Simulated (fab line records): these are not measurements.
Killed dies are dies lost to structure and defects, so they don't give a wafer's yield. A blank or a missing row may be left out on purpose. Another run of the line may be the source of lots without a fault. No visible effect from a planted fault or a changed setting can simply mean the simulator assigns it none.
fab line records    flow n5-finfet
[record] lots = 7  wafers = 21
route steps=1938 shown ZERO_LAYER@6 PMOS_HMC_CHANNEL_EPI@63 FIN_SAQP@125 FIN_CUT@160 DUMMY_GATE@250
start-h: hours from the record's opening day to when the first of the lot's shown wafers began    wait-h: how many hours have passed since the lot's step before this one    " same as the row above    L1.1+2: several wafers, shown together as one row    - no value present, or no start provided    * or withheld: withheld    < > ~ a bound
route shown NAME@n: NAME is a module with steps in the file, n the number in the route of the first one    usual: mean/standard deviation taken from wafers without a fault    same: alike in all rows    chamber/n: place in a boat    sites: per-site readings    _std_site: standard deviation across them    _edge_site: mean of outer sites minus mean of inner sites    radius-mm: for every site, how far away it sits from the centre of the wafer    mask NAME#n: copy n    behind: the most recent tool/chamber to have shaped the wafer    hold: what put the lot on hold/how long, in hours/how the hold closed    device: the transistor (n, p or np) that didn't switch    end of line: the same wafers' tests at the end of the route    a step without rows: its recipe alone    killed: at the first sort, the dies lost to defects and structure; wafer yield is something else    map: the dies of a wafer, with x for killed, . for not killed, _ for no die there
set.NAME: the setting that was run; set.NAME@STEP: the one run at that earlier step    model.NAME: the simulator's own value behind a step, which no gauge read
lots run with intentionally changed settings; tables by step, rows by wafer
[[steps]]
[step N5_ZERO_LAYER_COAT_05]
[recipe] spin-rpm = 1500  resist-thk-nm = 1000
lot.wafer  tool            chamber  start-h  wait-h  set.spin-rpm  model.coat_of_ZERO_LAYER_COAT_05.thk-nm
L079.1     litho-track-02  0        -        -       1500          998.6
L079.2     "               0        "        "       1339          1057
L079.5     "               0        "        "       1500          997.9
L081.1     litho-track-04  0        -        -       1500          997.4
L081.4     "               0        "        "       1500          997.7
L081.5     "               0        "        "       1500          998.8
L082.2     litho-track-03  0        -        -       1500          999.4
L082.4     "               0        "        "       1500          1004
L082.5     "               0        "        "       1500          1002
L086.1     litho-track-02  0        -        -       1629          963.4
L086.5     "               0        "        "       1500          1001
L086.6     "               0        "        "       1629          966.4
L087.1     litho-track-03  0        -        -       1626          962.4
L087.2+5   "               0        "        "       1500          1003
L090.1+6   litho-track-03  0        -        -       1394          1037
L090.5     "               0        "        "       1500          998.4
L096.2     litho-track-02  0        -        -       1500          999.6
L096.5     "               0        "        "       1500          1001
L096.6     "               0        "        "       1500          999.5
[step N5_ZERO_LAYER_DEVELOP_10]
[recipe] develop-time-s = 60  rinse-liquid = diw  dry = air-spin  dev-temp-c = 21
lot.wafer   tool            chamber  start-h  wait-h  set.develop-time-s
L079.1+2+5  litho-track-04  0        -        -       60
L081.1+4+5  litho-track-04  0        -        -       60
L082.2      litho-track-04  0        -        -       70.41
L082.4+5    "               0        "        "       60
L086.1+5    litho-track-04  0        -        -       52.82
L086.6      "               0        "        "       60
L087.1+2    litho-track-02  0        -        -       53.51
L087.5      "               0        "        "       60
L090.1+5+6  litho-track-04  0        -        -       60
L096.2+5    litho-track-02  0        -        -       60
L096.6      "               0        "        "       56.01
[step N5_ZERO_LAYER_HARDBAKE_23]
[recipe] temp-c = 130  time-s = 120
[step N5_ZERO_LAYER_ETCH_17]
[recipe] chemistry = CF4  target = SiO2  target-depth-a = 120  time-s = 13.3  ion-energy-ev = 350  pressure-mtorr = 40  source-w = 450  bias-w = 215  Ar_flow_sccm = 100  cf4-flow-sccm = 100
[step N5_ZERO_LAYER_ETCH_18]
[recipe] chemistry = HBr/Cl2  target = Si  target-depth-a = 1200  time-s = 40  pressure-mtorr = 10  icp-w = 800  bias-w = 75  HBr_flow_sccm = 150  Cl2_flow_sccm = 80
[step N5_ZERO_LAYER_STRIP_24]
[recipe] chemistry = O2  power-w = 1000  temp-c = 250  overash-fraction = 0.3  pressure-mtorr = 1000  o2-flow-sccm = 6750
[usual] strip-time-to-endpoint-s = 43.87/0.084
lot.wafer  tool             chamber  start-h  wait-h  set.spin-rpm@ZERO_LAYER_COAT_05  strip-time-to-endpoint-s
L079.1     plasma-asher-01  0        42.89    0.1     1500                             43.77
L079.2     "                1        "        "       1339                             45.54
L079.5     "                0        "        "       1500                             43.75
L081.1     plasma-asher-01  1        54.89    0.1     1500                             43.77
L081.4     "                1        "        "       1500                             43.77
L081.5     "                1        "        "       1500                             43.79
L082.2     plasma-asher-01  0        61.33    0.1     1500                             43.80
L082.4     "                0        "        "       1500                             43.98
L082.5     "                0        "        "       1500                             43.91
L086.1     plasma-asher-02  0        85.37    0.1     1629                             42.77
L086.5     "                0        "        "       1500                             43.88
L086.6     "                1        "        "       1629                             42.84
L087.1     plasma-asher-01  1        91.11    0.1     1626                             42.74
L087.2     "                0        "        "       1500                             43.94
L087.5     "                0        "        "       1500                             43.95
L090.1     plasma-asher-01  1        108.89   0.1     1394                             44.96
L090.5     "                1        "        "       1500                             43.79
L090.6     "                0        "        "       1394                             44.93
L096.2     plasma-asher-01  0        145.28   0.1     1500                             43.84
L096.5     "                1        "        "       1500                             43.86
L096.6     "                0        "        "       1500                             43.85
[step N5_PMOS_HMC_CHANNEL_EPI_PEB_07]
[recipe] peb-temp-c = 110  peb-time-s = 60  resist = CAR-ArF-block
lot.wafer   tool            chamber  start-h  wait-h  set.peb-time-s
L079.1+2    litho-track-02  0        46.99    0.1     55.41
L079.5      "               0        "        "       60
L081.1+4+5  litho-track-04  0        59.05    0.1     60
L082.2+4+5  litho-track-01  0        65.58    0.0     60
L086.1+5+6  litho-track-02  0        89.52    0.1     60
L087.1+2+5  litho-track-04  0        96.18    0.1     60
L090.1+5    litho-track-04  0        113.44   0.1     49.55
L090.6      "               0        "        "       60
L096.2+5+6  litho-track-04  0        149.54   0.0     60
[step N5_PMOS_HMC_CHANNEL_EPI_DEVELOP_08]
[recipe] develop-time-s = 30  developer = TMAH  resist = CAR-ArF-block  dev-temp-c = 23  rinse-liquid = diw  dry = air-spin
[step N5_PMOS_HMC_CHANNEL_EPI_CD_MEAS_09]
[recipe] target-cd-nm = 237.4  landing-energy-ev = 500  detector = se-inlens
[usual] cd-nm = 237.0/0.81
lot.wafer  tool       chamber  start-h  wait-h  set.peb-time-s@PMOS_HMC_CHANNEL_EPI_PEB_07  cd-nm
L079.1     cd-sem-02  0        47.06    -       55.41                                       233.7
L079.2     "          0        "        "       55.41                                       234.6
L079.5     "          0        "        "       60                                          236.7
L081.1     cd-sem-01  0        59.12    -       60                                          236.4
L081.4     "          0        "        "       60                                          236.7
L081.5     "          0        "        "       60                                          236.3
L082.2     cd-sem-03  0        65.64    -       60                                          235.1
L082.4     "          0        "        "       60                                          238.0
L082.5     "          0        "        "       60                                          236.5
L086.1     cd-sem-03  0        89.59    -       60                                          238.3
L086.5     "          0        "        "       60                                          237.0
L086.6     "          0        "        "       60                                          237.1
L087.1     cd-sem-01  0        96.25    -       60                                          238.1
L087.2     "          0        "        "       60                                          237.4
L087.5     "          0        "        "       60                                          237.4
L090.1     cd-sem-01  0        113.51   -       49.55                                       228.3
L090.5     "          0        "        "       49.55                                       228.1
L090.6     "          0        "        "       60                                          237.5
L096.2     cd-sem-01  0        149.61   -       60                                          236.2
L096.5     "          0        "        "       60                                          237.6
L096.6     "          0        "        "       60                                          237.6
[step N5_PMOS_HMC_CHANNEL_EPI_DESCUM_14]
[recipe] chemistry = O2  time-s = 7.9  source-power-w = 50  bias-power-w = 20  pressure-mtorr = 20  rf-frequency-hz = 2.712e+07  temp-c = 40  resist = CAR-ArF-block  o2-flow-sccm = 225
lot.wafer  tool         chamber  start-h  wait-h  set.peb-time-s@PMOS_HMC_CHANNEL_EPI_PEB_07  model.PMOS_HMC_CHANNEL_EPI.cd-nm
L079.1     rie-diel-06  1        47.15    0.0     55.41                                       233.8
L079.2     "            0        "        "       55.41                                       234.8
L079.5     "            3        "        "       60                                          236.9
L081.1+5   rie-diel-02  3,1      59.21    0.0     60                                          236.4
L081.4     "            0        "        "       60                                          236.3
L082.2     rie-diel-05  0        65.76    0.1     60                                          235.2
L082.4     "            2        "        "       60                                          237.6
L082.5     "            3        "        "       60                                          236.6
L086.1     rie-diel-02  1        89.89    0.2     60                                          238.2
L086.5     "            3        "        "       60                                          236.9
L086.6     "            2        "        "       60                                          237.1
L087.1     rie-diel-02  2        96.33    0.0     60                                          238.1
L087.2     "            1        "        "       60                                          237.4
L087.5     "            1        "        "       60                                          237.3
L090.1     rie-diel-02  3        113.60   0.0     49.55                                       228.5
L090.5     "            1        "        "       49.55                                       -
L090.6     "            3        "        "       60                                          237.6
L096.2     rie-diel-02  1        149.72   0.1     60                                          236.2
L096.5     "            2        "        "       60                                          237.6
L096.6     "            1        "        "       60                                          237.8
[step N5_PMOS_HMC_CHANNEL_EPI_ETCH_32]
[recipe] chemistry = N2/H2  target = BARC  stop-on = SiO2  target-depth-a = 858  over-etch-frac = 0.3  time-s = 50.3  ion-energy-ev = 200  mask-material = CAR-ArF-block  pressure-mtorr = 30  source-w = 840  bias-w = 150  n2-flow-sccm = 200  h2-flow-sccm = 200
lot.wafer  tool         chamber  start-h  wait-h  set.peb-time-s@PMOS_HMC_CHANNEL_EPI_PEB_07  model.PMOS_HMC_CHANNEL_EPI.cd-nm
L079.1     rie-diel-06  1        47.18    0.0     55.41                                       236.6
L079.2     "            0        "        "       55.41                                       237.8
L079.5     "            3        "        "       60                                          240
L081.1     rie-diel-02  3        59.24    0.0     60                                          238.3
L081.4     "            0        "        "       60                                          239.2
L081.5     "            1        "        "       60                                          239.3
L082.2     rie-diel-05  0        65.80    0.0     60                                          237.4
L082.4     "            2        "        "       60                                          240.7
L082.5     "            3        "        "       60                                          239.5
L086.1     rie-diel-02  1        89.92    0.0     60                                          241
L086.5     "            3        "        "       60                                          239
L086.6     "            2        "        "       60                                          239.7
L087.1     rie-diel-02  2        96.37    0.0     60                                          240.6
L087.2+5   "            1        "        "       60                                          239.8
L090.1     rie-diel-02  3        113.63   0.0     49.55                                       230.5
L090.5     "            1        "        "       49.55                                       230
L090.6     "            3        "        "       60                                          239.9
L096.2     rie-diel-02  1        149.76   0.0     60                                          238.9
L096.5     "            2        "        "       60                                          240.2
L096.6     "            1        "        "       60                                          240.8
[step N5_PMOS_HMC_CHANNEL_EPI_ETCH_38]
[recipe] chemistry = CF4  target = SiO2  target-depth-a = 15  ion-energy-ev = 350  pressure-mtorr = 10  icp-w = 800  bias-w = 400  cf4-flow-sccm = 80
lot.wafer  tool       chamber  start-h  wait-h  set.bias-w  model.etch.depth-nm
L079.1     rie-si-04  3        47.59    0.0     400         1.492
L079.2     "          2        "        "       400         1.506
L079.5     "          0        "        "       400         1.496
L081.1     rie-si-05  1        59.64    0.0     400         1.484
L081.4     "          2        "        "       400         1.504
L081.5     "          0        "        "       400         1.477
L082.2     rie-si-05  0        66.22    0.0     437.5       1.517
L082.4     "          1        "        "       400         1.47
L082.5     "          0        "        "       400         1.464
L086.1     rie-si-04  1        90.33    0.0     400         1.51
L086.5     "          1        "        "       452.1       1.56
L086.6     "          2        "        "       400         1.494
L087.1     rie-si-05  0        96.79    0.0     400         1.464
L087.2     "          2        "        "       400         1.487
L087.5     "          1        "        "       400         1.491
L090.1     rie-si-04  2        114.05   0.0     400         1.504
L090.5     "          0        "        "       400         1.491
L090.6     "          3        "        "       400         1.487
L096.2     rie-si-04  1        150.16   0.0     400         1.504
L096.5     "          2        "        "       400         1.509
L096.6     "          3        "        "       400         1.498
[step N5_FIN_SAQP_SPACER1_ALD_24]
[recipe] material = SiO2  target-thk-a = 203  temp-c = 300  ald-precursor-family = BDEAS  ald-co-reactant = O2-plasma  pulse-time-s = 1  purge-time-s = 2  co-reactant-purge-time-s = 2  ald-cycles = 218  pressure-torr = 2
lot.wafer   tool        chamber  start-h  wait-h  set.temp-c  model.SiO2_of_FIN_SAQP_SPACER1_ALD_24.thk-nm
L079.1+5    ald-sin-01  2,0      52.49    0.3     300         20.2
L079.2      "           0        "        "       292.7       20.8
L081.1+4+5  ald-sin-02  0,2,0    65.74    0.3     300         20.4
L082.2+4    ald-sin-02  2,1      72.93    0.6     300         20.2
L082.5      "           2        "        "       300         20.4
L086.1+6    ald-sin-02  3,2      96.06    0.3     300         20.2
L086.5      "           1        "        "       292         20.8
L087.1      ald-sin-04  0        102.03   0.3     300         20.4
L087.2+5    "           2,3      "        "       312.1       20
L090.1+6    ald-sin-04  0,3      126.86   0.5     310.8       20.2
L090.5      "           0        "        "       300         20.4
L096.2+6    ald-sin-04  2,1      156.01   0.8     288.2       21.2
L096.5      "           2        "        "       300         20.2
[step N5_FIN_SAQP_SPACER1_ETCHBACK_25]
[recipe] chemistry = CHF3/O2  mode = anisotropic-etchback  target = SiO2  target-depth-a = 244  time-s = 12.2  pressure-mtorr = 30  source-w = 650  bias-w = 170  Ar_flow_sccm = 200  CHF3_flow_sccm = 50  O2_flow_sccm = 5  ion-energy-ev = 200
[step N5_FIN_SAQP_MANDREL1_REMOVE_56]
[recipe] chemistry = HBr/Cl2/O2  bt-time-s = 10  target = a-Si  stop-on = SiNx  endpoint = OES-SiCl  over-etch-frac = 1  icp-w = 600  bias-w = 22  HBr_flow_sccm = 150  Cl2_flow_sccm = 80  O2_flow_sccm = 5  pressure-mtorr = 10
lot.wafer  tool       chamber  start-h  wait-h  set.temp-c@FIN_SAQP_SPACER1_ALD_24  model.FIN_SAQP.cd-nm
L079.1     rie-si-06  3        53.30    0.1     300                                 20.2
L079.2     "          2        "        "       292.7                               20.8
L079.5     "          1        "        "       300                                 20.4
L081.1+5   rie-si-02  3,1      66.74    0.1     300                                 20.4
L081.4     "          0        "        "       300                                 20.2
L082.2+4   rie-si-03  2,0      73.90    0.1     300                                 20.2
L082.5     "          1        "        "       300                                 20.4
L086.1     rie-si-03  2        96.87    0.1     300                                 20.2
L086.5     "          0        "        "       292                                 21
L086.6     "          1        "        "       300                                 20.4
L087.1     rie-si-03  0        102.91   0.1     300                                 20.4
L087.2+5   "          3,0      "        "       312.1                               20
L090.1+6   rie-si-02  2,0      127.85   0.1     310.8                               20.2
L090.5     "          3        "        "       300                                 20.4
L096.2+6   rie-si-02  1,0      156.87   0.1     288.2                               21.2
L096.5     "          1        "        "       300                                 20.2
[step N5_FIN_SAQP_COAT_68]
[recipe] resist = SOC  temp-c = 250  time-s = 60  spin-rpm = 1500  resist-thk-nm = 100
lot.wafer  tool            chamber  start-h  wait-h  set.spin-rpm  model.SOC_of_FIN_SAQP_COAT_68.thk-nm
L079.1+2   litho-track-04  0        54.06    0.3     1500          100.2
L079.5     "               0        "        "       1500          100
L081.1     litho-track-03  0        67.75    0.3     1500          100.2
L081.4     "               0        "        "       1500          100
L081.5     "               0        "        "       1500          100.4
L082.2     litho-track-05  0        74.72    0.3     1627          96
L082.4     "               0        "        "       1627          95.6
L082.5     "               0        "        "       1500          99.8
L086.1     litho-track-04  0        97.64    0.3     1500          100.4
L086.5     "               0        "        "       1359          105
L086.6     "               0        "        "       1359          105.4
L087.1     litho-track-03  0        103.86   0.3     1567          97.8
L087.2     "               0        "        "       1567          97.6
L087.5     "               0        "        "       1500          99.6
L090.1     litho-track-05  0        128.68   0.3     1500          99.6
L090.5     "               0        "        "       1647          95.2
L090.6     "               0        "        "       1500          99.8
L096.2     litho-track-05  0        158.21   0.5     1500          100
L096.5     "               0        "        "       1500          100.4
L096.6     "               0        "        "       1500          100.2
[step N5_FIN_CUT_EXPOSE_05]
[recipe] mask-id = FIN_CUT  na = 0.33  source-shape = annular  sigma-inner = 0.35  sigma-outer = 0.8  polarization = unpolarized  dose-mj = 45.75
lot.wafer   tool            chamber  start-h  wait-h  mask       set.dose-mj
L079.1+5    euv-scanner-02  0        56.12    -       FIN_CUT#0  45.75
L079.2      "               0        "        "       FIN_CUT#0  46.96
L081.1+4+5  euv-scanner-01  0        69.86    -       FIN_CUT#0  45.75
L082.2+5    euv-scanner-02  0        76.87    -       FIN_CUT#0  43.18
L082.4      "               0        "        "       FIN_CUT#0  45.75
L086.1+5+6  euv-scanner-01  0        99.47    -       FIN_CUT#0  45.75
L087.1      euv-scanner-02  0        105.64   -       FIN_CUT#0  45.75
L087.2+5    "               0        "        "       FIN_CUT#0  44.14
L090.1      euv-scanner-01  0        130.71   -       FIN_CUT#0  45.75
L090.5+6    "               0        "        "       FIN_CUT#0  43.71
L096.2+5    euv-scanner-02  0        160.06   -       FIN_CUT#0  43.96
L096.6      "               0        "        "       FIN_CUT#0  45.75
[step N5_FIN_CUT_PEB_06]
[recipe] peb-temp-c = 100  peb-time-s = 60  resist = CAR-EUV
[step N5_FIN_CUT_DEVELOP_07]
[recipe] develop-time-s = 30  developer = TMAH  resist = CAR-EUV  rinse-liquid = surfactant-rinse  dry = air-spin  dev-temp-c = 23
[step N5_FIN_CUT_CD_MEAS_08]
[recipe] target-cd-nm = 29.1  landing-energy-ev = 500  detector = se-inlens  polarity = opening
[usual] cd-nm = 29.09/0.22
lot.wafer  tool       chamber  start-h  wait-h  set.dose-mj@FIN_CUT_EXPOSE_05  cd-nm
L079.1     cd-sem-03  0        56.25    -       45.75                          29.12
L079.2     "          0        "        "       46.96                          29.47
L079.5     "          0        "        "       45.75                          29.20
L081.1     cd-sem-02  0        70.00    -       45.75                          28.90
L081.4     "          0        "        "       45.75                          28.84
L081.5     "          0        "        "       45.75                          28.97
L082.2     cd-sem-02  0        77.00    -       43.18                          28.27
L082.4     "          0        "        "       45.75                          29.49
L082.5     "          0        "        "       43.18                          28.18
L086.1     cd-sem-02  0        99.60    -       45.75                          29.13
L086.5     "          0        "        "       45.75                          29.02
L086.6     "          0        "        "       45.75                          29.11
L087.1     cd-sem-03  0        105.77   -       45.75                          29.10
L087.2     "          0        "        "       44.14                          28.64
L087.5     "          0        "        "       44.14                          28.40
L090.1     cd-sem-02  0        130.84   -       45.75                          29.48
L090.5     "          0        "        "       43.71                          28.30
L090.6     "          0        "        "       43.71                          28.61
L096.2     cd-sem-02  0        160.19   -       43.96                          28.73
L096.5     "          0        "        "       43.96                          28.25
L096.6     "          0        "        "       45.75                          28.96
[step N5_FIN_CUT_DESCUM_13]
[recipe] chemistry = O2  time-s = 7  source-power-w = 50  bias-power-w = 20  pressure-mtorr = 20  rf-frequency-hz = 2.712e+07  temp-c = 40  resist = CAR-EUV  o2-flow-sccm = 225
[step N5_FIN_CUT_ETCH_30]
[recipe] chemistry = N2/H2  target = underlayer  target-depth-a = 130  mask-material = CAR-EUV  time-s = 10.4  ion-energy-ev = 200  pressure-mtorr = 30  source-w = 840  bias-w = 150  n2-flow-sccm = 200  h2-flow-sccm = 200  ends = cleared
lot.wafer   tool         chamber  start-h  wait-h  set.dose-mj@FIN_CUT_EXPOSE_05  model.FIN_CUT.cd-offset-nm
L079.1+5    rie-diel-06  1        57.03    0.0     45.75                          0
L079.2      "            3        "        "       46.96                          0.4
L081.1      rie-diel-02  2        70.16    0.0     45.75                          0
L081.4+5    "            1,3      "        "       45.75                          -0.2
L082.2+5    rie-diel-02  0,2      77.16    0.0     43.18                          -0.8
L082.4      "            3        "        "       45.75                          0
L086.1+5+6  rie-diel-05  1,0,1    99.76    0.0     45.75                          0
L087.1      rie-diel-06  1        105.93   0.0     45.75                          0
L087.2+5    "            2        "        "       44.14                          -0.6
L090.1      rie-diel-05  2        131.00   0.0     45.75                          0
L090.5      "            0        "        "       43.71                          -0.8
L090.6      "            1        "        "       43.71                          -0.6
L096.2+5    rie-diel-02  1,2      160.35   0.0     43.96                          -0.6
L096.6      "            1        "        "       45.75                          0
[step N5_FIN_CUT_ETCH_20]
[recipe] chemistry = CF4  target = SiARC  target-depth-a = 260  mask-material = CAR-EUV  time-s = 43.3  ion-energy-ev = 80  pressure-mtorr = 40  source-w = 545  bias-w = 36  Ar_flow_sccm = 100  cf4-flow-sccm = 100  ends = cleared
lot.wafer   tool         chamber  start-h  wait-h  set.dose-mj@FIN_CUT_EXPOSE_05  model.FIN_CUT.cd-offset-nm
L079.1+5    rie-diel-06  1        57.05    0.0     45.75                          0
L079.2      "            3        "        "       46.96                          0.2
L081.1+4    rie-diel-02  2,1      70.18    0.0     45.75                          -0.2
L081.5      "            3        "        "       45.75                          -0.4
L082.2      rie-diel-02  0        77.18    0.0     43.18                          -0.8
L082.4      "            3        "        "       45.75                          0
L082.5      "            2        "        "       43.18                          -1
L086.1+5+6  rie-diel-05  1,0,1    99.78    0.0     45.75                          0
L087.1      rie-diel-06  1        105.95   0.0     45.75                          0
L087.2+5    "            2        "        "       44.14                          -0.6
L090.1      rie-diel-05  2        131.02   0.0     45.75                          0
L090.5      "            0        "        "       43.71                          -1
L090.6      "            1        "        "       43.71                          -0.6
L096.2      rie-diel-02  1        160.37   0.0     43.96                          -0.6
L096.5      "            2        "        "       43.96                          -0.8
L096.6      "            1        "        "       45.75                          0
[step N5_FIN_CUT_ETCH_21]
[recipe] chemistry = N2/H2  target = SOC  target-depth-a = 2190  overetch-a = 438  mask-material = SiARC  temp-c = 40  ion-energy-ev = 100  bias-w = 61  time-s = 523.5  pressure-mtorr = 30  source-w = 850  n2-flow-sccm = 200  h2-flow-sccm = 200
[step N5_FIN_CUT_STRIP_23]
[recipe] chemistry = N2/H2  temp-c = 40  n2-flow-sccm = 200  h2-flow-sccm = 200  rf-frequency-hz = 6e+07
[step N5_FIN_CUT_CUT_ETCH_27]
[recipe] chemistry = CHF3/O2  target = SiO2  target-depth-a = 40  mask-material = SOC  overetch-a = 20  time-s = 4.9  pressure-mtorr = 30  source-w = 650  bias-w = 170  Ar_flow_sccm = 200  CHF3_flow_sccm = 50  O2_flow_sccm = 5  ion-energy-ev = 200
[step N5_FIN_CUT_PRECLEAN_35]
[recipe] time-s = 13.3  temp-c = 45  pressure-torr = 125  p-hf-torr = 3  p-coreactant-torr = 25  chemistry = vHF
[step N5_FIN_CUT_CUT_ETCH_15]
[recipe] chemistry = HBr/Cl2/O2  target = Si  target-depth-a = 1000  bt-time-s = 10  mask-material = SOC  time-s = 42.4  ion-energy-ev = *  bias-w = *  pressure-mtorr = 10  icp-w = 800  HBr_flow_sccm = 150  Cl2_flow_sccm = 80  O2_flow_sccm = 12
lot.wafer   tool       chamber  start-h  wait-h  set.dose-mj@FIN_CUT_EXPOSE_05  model.FIN_CUT.cd-offset-nm
L079.1      rie-si-05  2        57.63    0.1     45.75                          -0.2
L079.2      "          1        "        "       46.96                          0
L079.5      "          1        "        "       45.75                          -0.4
L081.1+4+5  rie-si-01  2,0,1    70.76    0.1     45.75                          -0.2
L082.2      rie-si-01  2        77.75    0.1     43.18                          -0.8
L082.4      "          1        "        "       45.75                          -0.2
L082.5      "          3        "        "       43.18                          -1.2
L086.1+6    rie-si-04  1,2      100.35   0.1     45.75                          -0.6
L086.5      "          1        "        "       45.75                          -0.8
L087.1      rie-si-01  1        106.53   0.1     45.75                          -0.4
L087.2+5    "          3,1      "        "       44.14                          -1
L090.1      rie-si-01  0        131.59   0.1     45.75                          0.2
L090.5      "          0        "        "       43.71                          -0.6
L090.6      "          3        "        "       43.71                          -0.4
L096.2      rie-si-05  2        160.94   0.1     43.96                          -0.2
L096.5      "          3        "        "       43.96                          0.2
L096.6      "          0        "        "       45.75                          0.2
[step N5_DUMMY_GATE_ETCH_42]
[recipe] chemistry = CHF3/O2  target = SiO2  target-depth-a = 35  time-s = 31  ion-energy-ev = 30  bias-w = 12  pressure-mtorr = 30  source-w = 600  Ar_flow_sccm = 200  CHF3_flow_sccm = 50  O2_flow_sccm = 5
[usual] rf-vpp-V = 42.2/0.83
lot.wafer  tool         chamber  start-h  wait-h  set.bias-w  rf-vpp-V
L079.1     rie-diel-02  3        76.38    0.0     12          41.4
L079.2     "            0        "        "       12          42.2
L079.5     "            0        "        "       12          40.8
L081.1     rie-diel-06  3        89.37    0.1     12          42.2
L081.4     "            1        "        "       12          41.4
L081.5     "            1        "        "       12          41.6
L082.2     rie-diel-06  2        100.46   0.2     10.36       38.8
L082.4     "            0        "        "       12          42.4
L082.5     "            2        "        "       12          40.9
L086.1     rie-diel-02  1        119.01   0.0     10.18       38.0
L086.5     "            2        "        "       10.18       37.2
L086.6     "            3        "        "       12          42.5
L087.1     rie-diel-05  0        126.38   0.0     12.63       43.3
L087.2     "            1        "        "       12.63       43.3
L087.5     "            0        "        "       12          42.2
L090.1     rie-diel-05  2        150.30   0.0     13.79       46.8
L090.5     "            3        "        "       13.79       47.1
L090.6     "            0        "        "       12          43.0
L096.2     rie-diel-02  1        182.96   0.1     12          41.8
L096.5     "            2        "        "       12          41.6
L096.6     "            3        "        "       13.51       46.2
[[key]]
[split] step = N5_ZERO_LAYER_COAT_05  setting = spin-rpm  stated = 1500  by = wafer
[response] step = N5_ZERO_LAYER_COAT_05  reading = model.coat_of_ZERO_LAYER_COAT_05.thk-nm  change = -5.02  per = 1%  r = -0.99
[response] step = N5_ZERO_LAYER_STRIP_24  reading = strip-time-to-endpoint-s  change = *  per = 1%  r = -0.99
[split] step = N5_ZERO_LAYER_DEVELOP_10  setting = develop-time-s  stated = 60  by = wafer
response none clear
[split] step = N5_PMOS_HMC_CHANNEL_EPI_PEB_07  setting = peb-time-s  stated = 60  by = wafer
[response] step = N5_PMOS_HMC_CHANNEL_EPI_CD_MEAS_09  reading = cd-nm  change = +0.504  per = 1%  r = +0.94
[response] step = N5_PMOS_HMC_CHANNEL_EPI_DESCUM_14  reading = model.PMOS_HMC_CHANNEL_EPI.cd-nm  change = +0.486  per = 1%  r = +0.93
[response] step = N5_PMOS_HMC_CHANNEL_EPI_ETCH_32  reading = model.PMOS_HMC_CHANNEL_EPI.cd-nm  change = +0.522  per = 1%  r = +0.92
[split] step = N5_PMOS_HMC_CHANNEL_EPI_ETCH_38  setting = bias-w  stated = 400  by = wafer
[response] step = N5_PMOS_HMC_CHANNEL_EPI_ETCH_38  reading = model.etch.depth-nm  change = +0.00472  per = 1%  r = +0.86
[split] step = N5_FIN_SAQP_SPACER1_ALD_24  setting = temp-c  stated = 300  by = wafer
[response] step = N5_FIN_SAQP_SPACER1_ALD_24  reading = model.SiO2_of_FIN_SAQP_SPACER1_ALD_24.thk-nm  change = -0.162  per = 1%  r = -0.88
[response] step = N5_FIN_SAQP_MANDREL1_REMOVE_56  reading = model.FIN_SAQP.cd-nm  change = -0.162  per = 1%  r = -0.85
[split] step = N5_FIN_SAQP_COAT_68  setting = spin-rpm  stated = 1500  by = wafer
[response] step = N5_FIN_SAQP_COAT_68  reading = model.SOC_of_FIN_SAQP_COAT_68.thk-nm  change = -0.477  per = 1%  r = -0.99
[split] step = N5_FIN_CUT_EXPOSE_05  setting = dose-mj  stated = 45.75  by = wafer
[response] step = N5_FIN_CUT_CD_MEAS_08  reading = cd-nm  change = +0.19  per = 1%  r = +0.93
[response] step = N5_FIN_CUT_ETCH_30  reading = model.FIN_CUT.cd-offset-nm  change = +0.152  per = 1%  r = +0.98
[response] step = N5_FIN_CUT_ETCH_20  reading = model.FIN_CUT.cd-offset-nm  change = +0.163  per = 1%  r = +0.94
[response] step = N5_FIN_CUT_CUT_ETCH_15  reading = model.FIN_CUT.cd-offset-nm  change = +0.131  per = 1%  r = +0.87
[split] step = N5_DUMMY_GATE_ETCH_42  setting = bias-w  stated = 12  by = wafer
[response] step = N5_DUMMY_GATE_ETCH_42  reading = rf-vpp-V  change = +0.286  per = 1%  r = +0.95
